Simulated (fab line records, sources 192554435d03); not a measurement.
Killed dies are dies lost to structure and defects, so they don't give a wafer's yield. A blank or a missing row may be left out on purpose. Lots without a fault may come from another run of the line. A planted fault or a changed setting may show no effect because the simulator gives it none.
Chamber matching | flow n5_finfet | N5_MOL_CONTACT_COAG_ETCH_105 on rie_diel-02: 4 sister chambers
The step etches SiARC in CF4, target depth 15.6 nm, time 26 s. 20 wafers are shown with their chamber, then 10 later ones without.

WAFERS WITH THEIR CHAMBER
wafer  | chamber | showerhead_plenum_p_Torr (Torr) | drypump_motor_current_A (A) | throttle_valve_pct (%)
L077.2 | 0       | 2.19                            | 5.9                         | 15.25
L077.4 | 2       | 2.25                            | 5.8                         | 15.33
L077.5 | 3       | 2.09                            | 4.7                         | 15.63
L079.2 | 1       | 2.18                            | 5.6                         | 15.33
L079.3 | 2       | 2.25                            | 5.7                         | 15.35
L079.5 | 3       | 2.09                            | 4.7                         | 15.64
L081.2 | 2       | 2.25                            | 5.7                         | 15.36
L081.3 | 0       | 2.19                            | 5.9                         | 15.27
L081.5 | 2       | 2.25                            | 5.7                         | 15.36
L083.1 | 3       | 2.08                            | 4.7                         | 15.68
L083.2 | 2       | 2.24                            | 5.8                         | 15.39
L083.5 | 3       | 2.08                            | 4.7                         | 15.68
L085.2 | 2       | 2.24                            | 5.7                         | 15.39
L085.5 | 0       | 2.19                            | 5.8                         | 15.29
L085.6 | 3       | 2.08                            | 4.7                         | 15.69
L086.1 | 0       | 2.19                            | 5.8                         | 15.27
L086.3 | 1       | 2.18                            | 5.6                         | 15.36
L086.4 | 3       | 2.08                            | 4.7                         | 15.69
L091.1 | 3       | 2.08                            | 4.7                         | 15.70
L091.4 | 2       | 2.24                            | 5.7                         | 15.42

SIGNATURES (means of the wafers above)
reading                  | chamber 0 | chamber 1 | chamber 2 | chamber 3 | scatter within a chamber
showerhead_plenum_p_Torr | 2.1900    | 2.1800    | 2.2457    | 2.0829    | 0.00443
drypump_motor_current_A  | 5.850     | 5.600     | 5.729     | 4.700     | 0.039
throttle_valve_pct       | 15.2700   | 15.3450   | 15.3714   | 15.6729   | 0.0263
Rule: a wafer's distance from a chamber is the root of the sum, over the readings, of the square of ((its reading less the chamber's mean) divided by the reading's scatter). The wafer belongs to the nearest chamber; if the next one is less than 2 further off, it can't be placed. The scatter: the root of (the sum of the squares of (reading less its chamber's mean) over the shown wafers, divided by (wafers less chambers)).

WAFERS WITHOUT THEIR CHAMBER
wafer  | showerhead_plenum_p_Torr (Torr) | drypump_motor_current_A (A) | throttle_valve_pct (%)
L091.5 | 2.08                            | 4.7                         | 15.70
L093.2 | 2.07                            | 4.8                         | 15.71
L093.4 | 2.17                            | 5.6                         | 15.39
L093.6 | 2.18                            | 5.8                         | 15.32
L094.1 | 2.07                            | 4.7                         | 15.72
L094.2 | 2.17                            | 5.6                         | 15.41
L094.6 | 2.24                            | 5.7                         | 15.42
L095.1 | 2.07                            | 4.7                         | 15.75
L095.5 | 2.18                            | 5.8                         | 15.33
L095.6 | 2.07                            | 4.8                         | 15.72

WHICH CHAMBER EACH WENT THROUGH
wafer  | from the rows above     | in truth
L091.5 | 3                       | 3
L093.2 | 3                       | 3
L093.4 | 1                       | 1
L093.6 | 0                       | 0
L094.1 | 3                       | 3
L094.2 | 1                       | 1
L094.6 | 2                       | 2
L095.1 | 3                       | 3
L095.5 | can't be placed: 0 or 1 | 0
L095.6 | 3                       | 3
Placed correctly: 9 of 10. Can't be placed from these rows: 1 (the true chamber is among the candidates in 1). Placed wrongly: 0.
